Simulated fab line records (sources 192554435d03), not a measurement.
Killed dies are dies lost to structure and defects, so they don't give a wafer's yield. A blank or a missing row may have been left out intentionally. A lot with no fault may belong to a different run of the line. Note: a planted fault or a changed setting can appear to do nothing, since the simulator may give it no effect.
Which of the tools did it?	flow n5_finfet	22 lots with 66 wafers sampled at 6 steps, on a route of 1938 steps

## WHAT EACH GAUGE READ, for each wafer
N5_BEOL_M2_RS_MEAS_58: the measuring method here is four-point-probe.
lot	measured	on	M2_RS (ohm/sq)
L074	day 7 16:00	film_metro-01	0.657 0.641 0.649
L076	day 7 22:38	film_metro-01	0.638 0.700 0.652
L077	day 8 05:19	film_metro-01	0.676 0.624 0.644
L078	day 8 08:55	film_metro-01	0.627 0.651 0.665
L079	day 8 15:20	film_metro-02	0.693 0.669 0.688
L080	day 8 14:46	film_metro-02	0.685 0.649 0.624
L082	day 9 02:54	film_metro-01	0.622 0.649 0.704
L083	day 9 03:16	film_metro-01	0.626 0.682 0.674
L084	day 9 21:27	film_metro-02	0.712 0.726 0.649
L085	day 10 05:29	film_metro-02	0.719 0.658 0.639
L086	day 10 06:01	film_metro-02	0.633 0.670 0.643
L087	day 10 18:32	film_metro-02	0.671 0.701 0.632
L088	day 10 19:15	film_metro-01	0.643 0.677 0.675
L089	day 10 22:25	film_metro-01	0.692 0.679 0.647
L090	day 11 00:08	film_metro-01	0.659 0.706 0.656
L091	day 11 10:50	film_metro-02	0.652 0.670 0.641
L092	day 11 13:56	film_metro-02	0.635 0.600 0.670
L093	day 11 16:58	film_metro-01	0.637 0.633 0.666
L094	day 12 08:12	film_metro-01	0.591 0.688 0.633
L095	day 12 08:29	film_metro-01	0.693 0.656 0.676
L096	day 12 16:50	film_metro-02	0.674 0.699 0.631
L097	day 12 20:28	film_metro-01	0.654 0.674 0.647

## TOOL THAT RAN EACH LOT (tool first, then ch and the chambers of the sampled wafers, then the start)
lot	N5_BEOL_M2_DESCUM_16	N5_BEOL_M2_STRIP_19	N5_BEOL_M2_DESCUM_33	N5_BEOL_M2_ETCH_69	N5_BEOL_M2_DEP_57
L074	rie_diel-02 ch 1,2, day 6 16:58	rie_diel-05 ch 0,1, day 6 17:20	rie_diel-01 ch 0,1,2, day 6 17:53	rie_diel-01 ch 0,1,2, day 6 17:56	pecvd-02 ch 1,2, day 7 15:55
L076	rie_diel-01 ch 0,2,3, day 7 03:10	rie_diel-01 ch 0,1,3, day 7 03:32	rie_diel-02 ch 0,2,3, day 7 04:02	rie_diel-02 ch 0,2,3, day 7 04:06	pecvd-02 ch 0,2, day 7 22:34
L077	rie_diel-02 ch 1,2, day 7 20:14	rie_diel-02 ch 0,1,2, day 7 20:35	rie_diel-05 ch 0,2,3, day 7 21:14	rie_diel-05 ch 0,2,3, day 7 21:17	pecvd-03 ch 0,1,2, day 8 05:16
L078	rie_diel-02 ch 1,2,3, day 8 01:47	rie_diel-01 ch 0,1,2, day 8 02:10	rie_diel-01 ch 0,1,2, day 8 02:49	rie_diel-01 ch 0,1,2, day 8 02:52	pecvd-03 ch 0,1,2, day 8 08:50
L079	rie_diel-02 ch 0,1,3, day 8 07:43	rie_diel-01 ch 0,1,2, day 8 08:05	rie_diel-01 ch 0,2,3, day 8 08:35	rie_diel-01 ch 0,2,3, day 8 08:38	pecvd-04 ch 0,1, day 8 15:17
L080	rie_diel-02 ch 0,2,3, day 8 07:59	rie_diel-01 ch 1,2,3, day 8 08:28	rie_diel-05 ch 0,1,2, day 8 09:01	rie_diel-05 ch 0,1,2, day 8 09:04	pecvd-02 ch 0,1,2, day 8 14:43
L082	rie_diel-02 ch 1,2,3, day 8 14:23	rie_diel-05 ch 0,1, day 8 14:50	rie_diel-01 ch 0,1, day 8 15:21	rie_diel-01 ch 0,1, day 8 15:24	pecvd-04 ch 0,1, day 9 02:50
L083	rie_diel-05 ch 0,2,3, day 8 15:09	rie_diel-05 ch 0,1,2, day 8 15:31	rie_diel-05 ch 0,1,3, day 8 16:02	rie_diel-05 ch 0,1,3, day 8 16:05	pecvd-04 ch 0,2, day 9 03:11
L084	rie_diel-02 ch 0,1,2, day 9 13:42	rie_diel-01 ch 1,2,3, day 9 14:04	rie_diel-05 ch 1,2,3, day 9 14:50	rie_diel-05 ch 1,2,3, day 9 14:53	pecvd-03 ch 0,1, day 9 21:22
L085	rie_diel-05 ch 1,2,3, day 9 16:52	rie_diel-05 ch 1,2,3, day 9 17:20	rie_diel-02 ch 0,2,3, day 9 17:51	rie_diel-02 ch 0,2,3, day 9 17:54	pecvd-02 ch 0,1,2, day 10 05:25
L086	rie_diel-02 ch 1,3, day 9 17:14	rie_diel-02 ch 0,1,3, day 9 17:41	rie_diel-02 ch 1,3, day 9 18:12	rie_diel-02 ch 1,3, day 9 18:15	pecvd-03 ch 0,1, day 10 05:57
L087	rie_diel-01 ch 2,3, day 10 05:35	rie_diel-02 ch 0,1,3, day 10 06:02	rie_diel-05 ch 1,2, day 10 06:54	rie_diel-05 ch 1,2, day 10 06:57	pecvd-02 ch 0,1,2, day 10 18:28
L088	rie_diel-02 ch 0,2, day 10 05:49	rie_diel-05 ch 1,2, day 10 06:10	rie_diel-01 ch 1,3, day 10 07:07	rie_diel-01 ch 1,3, day 10 07:10	pecvd-03 ch 0,2, day 10 19:11
L089	rie_diel-02 ch 1,2,3, day 10 12:26	rie_diel-02 ch 2,3, day 10 12:47	rie_diel-01 ch 1,2,3, day 10 13:26	rie_diel-01 ch 1,2,3, day 10 13:29	pecvd-03 ch 1,2, day 10 22:21
L090	rie_diel-01 ch 0,2,3, day 10 12:32	rie_diel-01 ch 0,1,2, day 10 12:54	rie_diel-02 ch 0,1, day 10 13:37	rie_diel-02 ch 0,1, day 10 13:40	pecvd-03 ch 0,1, day 11 00:04
L091	rie_diel-02 ch 0,2,3, day 11 00:29	rie_diel-02 ch 0,2,3, day 11 00:52	rie_diel-02 ch 0,3, day 11 01:23	rie_diel-02 ch 0,3, day 11 01:26	pecvd-02 ch 1,2, day 11 10:46
L092	rie_diel-02 ch 1,2,3, day 11 03:59	rie_diel-01 ch 1,2, day 11 04:27	rie_diel-02 ch 0,1,2, day 11 05:02	rie_diel-02 ch 0,1,2, day 11 05:05	pecvd-02 ch 0,1,2, day 11 13:53
L093	rie_diel-02 ch 0,1,2, day 11 05:13	rie_diel-02 ch 0,1,3, day 11 05:35	rie_diel-02 ch 1,3, day 11 06:07	rie_diel-02 ch 1,3, day 11 06:10	pecvd-03 ch 0,2, day 11 16:53
L094	rie_diel-05 ch 0,1, day 12 02:56	rie_diel-01 ch 2,3, day 12 03:17	rie_diel-02 ch 0,1,2, day 12 03:49	rie_diel-02 ch 0,1,2, day 12 03:52	pecvd-03 ch 0,1,2, day 12 08:08
L095	rie_diel-02 ch 0,1, day 12 03:00	rie_diel-02 ch 0,2,3, day 12 03:22	rie_diel-02 ch 0,1,2, day 12 03:55	rie_diel-02 ch 0,1,2, day 12 03:58	pecvd-02 ch 0,1, day 12 08:25
L096	rie_diel-01 ch 0,1,3, day 12 05:31	rie_diel-01 ch 0,1, day 12 05:53	rie_diel-05 ch 0,1, day 12 06:24	rie_diel-05 ch 0,1, day 12 06:27	pecvd-02 ch 0,1, day 12 16:46
L097	rie_diel-02 ch 0,1,3, day 12 13:38	rie_diel-02 ch 2,3, day 12 14:01	rie_diel-02 ch 1,2,3, day 12 14:32	rie_diel-02 ch 1,2,3, day 12 14:36	pecvd-03 ch 0,1,2, day 12 20:24
- N5_BEOL_M2_DESCUM_16: chemistry O2, time 7 s.
- N5_BEOL_M2_STRIP_19: strips in O2.
- N5_BEOL_M2_DESCUM_33: chemistry O2, time 7 s.
- N5_BEOL_M2_ETCH_69: etches SiARC in CF4, target depth 15.6 nm, time 26 s.
- N5_BEOL_M2_DEP_57: deposits SiCN from 3MS/NH3, target thk 8 nm, time 14 s.

## WHAT THE TOOLS THEMSELVES READ (means of the sampled wafers that have a number; where no wafer has one, the mark that the record gives instead)
N5_BEOL_M2_DESCUM_16.
lot	tool	drypump_motor_current_A (A)	oes_product_au (a.u.)	rf_vpp_V (V)	showerhead_plenum_p_Torr (Torr)	throttle_valve_pct (%)
L074	rie_diel-02	6.2	0.92	244.7	2.18	20.04
L076	rie_diel-01	5.6	0.78	242.2	2.04	20.30
L077	rie_diel-02	6.0	0.85	244.3	2.15	20.20
L078	rie_diel-02	6.1	0.88	244.6	2.19	20.28
L079	rie_diel-02	6.3	0.85	244.6	2.20	20.20
L080	rie_diel-02	5.9	0.81	243.8	2.17	20.34
L082	rie_diel-02	6.0	0.88	243.7	2.18	20.29
L083	rie_diel-05	5.8	0.71	243.5	2.11	20.65
L084	rie_diel-02	6.1	0.80	244.0	2.15	20.15
L085	rie_diel-05	6.1	0.71	242.0	2.07	20.38
L086	rie_diel-02	6.3	0.90	244.9	2.22	20.17
L087	rie_diel-01	5.0	0.78	241.7	2.01	20.14
L088	rie_diel-02	6.1	0.73	243.1	2.13	20.19
L089	rie_diel-02	6.1	0.86	244.4	2.18	20.31
L090	rie_diel-01	5.6	0.74	241.3	2.03	20.33
L091	rie_diel-02	6.0	0.79	244.8	2.16	20.36
L092	rie_diel-02	6.1	0.86	243.9	2.18	20.32
L093	rie_diel-02	6.1	0.79	243.0	2.15	20.15
L094	rie_diel-05	5.9	0.86	243.1	2.12	20.36
L095	rie_diel-02	6.4	0.81	244.4	2.18	20.03
L096	rie_diel-01	6.0	0.76	243.5	2.09	20.37
L097	rie_diel-02	6.3	0.81	243.8	2.19	20.25

N5_BEOL_M2_STRIP_19.
lot	tool	drypump_motor_current_A (A)	oes_product_au (a.u.)	rf_vpp_V (V)	showerhead_plenum_p_Torr (Torr)	throttle_valve_pct (%)
L074	rie_diel-05	6.2	0.71	3.8	2.10	16.53
L076	rie_diel-01	6.0	0.81	3.5	2.11	16.54
L077	rie_diel-02	6.1	0.81	3.5	2.16	16.38
L078	rie_diel-01	5.9	0.76	3.5	2.10	16.70
L079	rie_diel-01	5.9	0.76	3.8	2.10	16.71
L080	rie_diel-01	5.4	0.79	3.6	2.08	16.54
L082	rie_diel-05	5.9	0.69	3.5	2.13	16.80
L083	rie_diel-05	5.9	0.70	3.8	2.13	16.75
L084	rie_diel-01	5.4	0.78	3.6	2.08	16.56
L085	rie_diel-05	6.1	0.71	3.2	2.08	16.65
L086	rie_diel-02	6.3	0.84	4.3	2.20	16.46
L087	rie_diel-02	6.2	0.84	3.8	2.20	16.46
L088	rie_diel-05	6.2	0.70	3.5	2.10	16.52
L089	rie_diel-02	5.8	0.82	3.8	2.15	16.66
L090	rie_diel-01	5.9	0.74	3.7	2.09	16.73
L091	rie_diel-02	6.0	0.79	3.7	2.16	16.60
L092	rie_diel-01	5.7	0.77	3.0	2.14	16.72
L093	rie_diel-02	6.3	0.82	3.7	2.20	16.48
L094	rie_diel-01	5.0	0.76	3.7	2.01	16.45
L095	rie_diel-02	6.0	0.78	3.6	2.16	16.62
L096	rie_diel-01	6.4	0.76	3.3	2.16	16.75
L097	rie_diel-02	5.7	0.80	3.5	2.14	16.68

N5_BEOL_M2_DESCUM_33.
lot	tool	drypump_motor_current_A (A)	oes_product_au (a.u.)	rf_vpp_V (V)	showerhead_plenum_p_Torr (Torr)	throttle_valve_pct (%)
L074	rie_diel-01	5.9	0.77	243.1	2.10	20.47
L076	rie_diel-02	5.9	0.83	244.9	2.17	20.32
L077	rie_diel-05	5.8	0.71	243.9	2.11	20.63
L078	rie_diel-01	6.0	0.76	243.5	2.10	20.49
L079	rie_diel-01	5.6	0.76	242.0	2.03	20.31
L080	rie_diel-05	5.9	0.70	243.8	2.13	20.46
L082	rie_diel-01	6.6	0.76	244.2	2.12	20.50
L083	rie_diel-05	6.1	0.70	242.1	2.07	20.41
L084	rie_diel-05	6.1	0.71	243.1	2.07	20.39
L085	rie_diel-02	5.9	0.81	244.4	2.16	20.35
L086	rie_diel-02	6.3	0.91	244.2	2.22	20.17
L087	rie_diel-05	5.9	0.70	243.7	2.12	20.46
L088	rie_diel-01	5.4	0.81	243.1	2.08	20.16
L089	rie_diel-01	5.4	0.77	242.9	2.07	20.33
L090	rie_diel-02	6.3	0.76	245.6	2.17	20.05
L091	rie_diel-02	6.1	0.76	244.7	2.17	20.28
L092	rie_diel-02	6.2	0.79	243.9	2.15	20.16
L093	rie_diel-02	6.2	0.89	245.0	2.22	20.38
L094	rie_diel-02	6.1	0.78	243.8	2.14	20.17
L095	rie_diel-02	6.1	0.77	244.1	2.14	20.16
L096	rie_diel-05	5.9	0.87	243.6	2.12	20.36
L097	rie_diel-02	6.1	0.84	244.3	2.17	20.35

N5_BEOL_M2_ETCH_69.
lot	tool	drypump_motor_current_A (A)	etch_rf_on_time_s (s)	oes_product_au (a.u.)	rf_vpp_V (V)	showerhead_plenum_p_Torr (Torr)	throttle_valve_pct (%)
L074	rie_diel-01	5.9	26.0	0.66	183.9	2.15	15.60
L076	rie_diel-02	6.0	25.6	0.71	185.5	2.22	15.49
L077	rie_diel-05	5.8	25.6	0.60	183.9	2.16	15.79
L078	rie_diel-01	6.0	26.2	0.65	183.1	2.15	15.62
L079	rie_diel-01	5.6	26.7	0.65	183.5	2.10	15.56
L080	rie_diel-05	5.9	26.4	0.60	183.8	2.18	15.69
L082	rie_diel-01	6.6	26.6	0.64	184.5	2.18	15.67
L083	rie_diel-05	6.1	25.6	0.60	183.3	2.11	15.64
L084	rie_diel-05	6.1	25.8	0.61	183.1	2.12	15.59
L085	rie_diel-02	5.9	25.8	0.68	185.7	2.21	15.54
L086	rie_diel-02	6.4	25.7	0.77	185.4	2.27	15.40
L087	rie_diel-05	5.9	26.8	0.60	184.3	2.18	15.69
L088	rie_diel-01	5.5	25.3	0.71	183.7	2.15	15.46
L089	rie_diel-01	5.4	25.9	0.66	183.5	2.13	15.53
L090	rie_diel-02	6.3	26.3	0.64	184.4	2.23	15.41
L091	rie_diel-02	6.1	25.8	0.65	184.5	2.23	15.54
L092	rie_diel-02	6.1	26.1	0.67	185.1	2.21	15.43
L093	rie_diel-02	6.2	25.3	0.76	184.9	2.28	15.56
L094	rie_diel-02	6.1	26.3	0.66	184.1	2.20	15.45
L095	rie_diel-02	6.1	25.9	0.66	184.9	2.20	15.45
L096	rie_diel-05	5.9	26.1	0.73	183.4	2.16	15.50
L097	rie_diel-02	6.0	25.8	0.71	185.4	2.23	15.53

N5_BEOL_M2_DEP_57.
lot	tool	showerhead_plenum_p_Torr (Torr)	throttle_valve_pct (%)
L074	pecvd-02	3.667	8.7
L076	pecvd-02	3.672	8.8
L077	pecvd-03	3.672	8.9
L078	pecvd-03	3.676	8.8
L079	pecvd-04	3.666	9.3
L080	pecvd-02	3.660	8.7
L082	pecvd-04	3.671	9.2
L083	pecvd-04	3.674	9.2
L084	pecvd-03	3.673	8.8
L085	pecvd-02	3.660	8.7
L086	pecvd-03	3.673	9.0
L087	pecvd-02	3.654	8.7
L088	pecvd-03	3.660	8.5
L089	pecvd-03	3.672	8.7
L090	pecvd-03	3.689	9.1
L091	pecvd-02	3.661	8.9
L092	pecvd-02	3.662	8.8
L093	pecvd-03	3.660	8.5
L094	pecvd-03	3.671	8.8
L095	pecvd-02	3.653	8.6
L096	pecvd-02	3.653	8.8
L097	pecvd-03	3.673	8.8

## THE ANSWER, worked out from the rows above alone
Rule: the lots themselves supply what counts as usual. The widest of any qualifying gaps counts: lots, ordered by their means at a reading, are off when they make up no more than a third of the lots, leave a main group of 4 or more, and stand apart from it by 3 or more times the standard deviation of that group's means. The tables above print the reading to a certain number of digits; a main group whose means all agree to those digits is not used. A lot without any number at a reading at which 4 lots or more have one is off too. Any other lot the step has rows for is counted as sound. After the gauges, taken in route order, come the tools' own readings; for these a lot's mean is taken, as printed above. At the first step where some lot is off, the reading lying furthest off is the one used; lots without a number count as furthest.
No lot is off on any of the readings shown, so nothing can be concluded from this.

## WHAT THE SIMULATOR PUT IN
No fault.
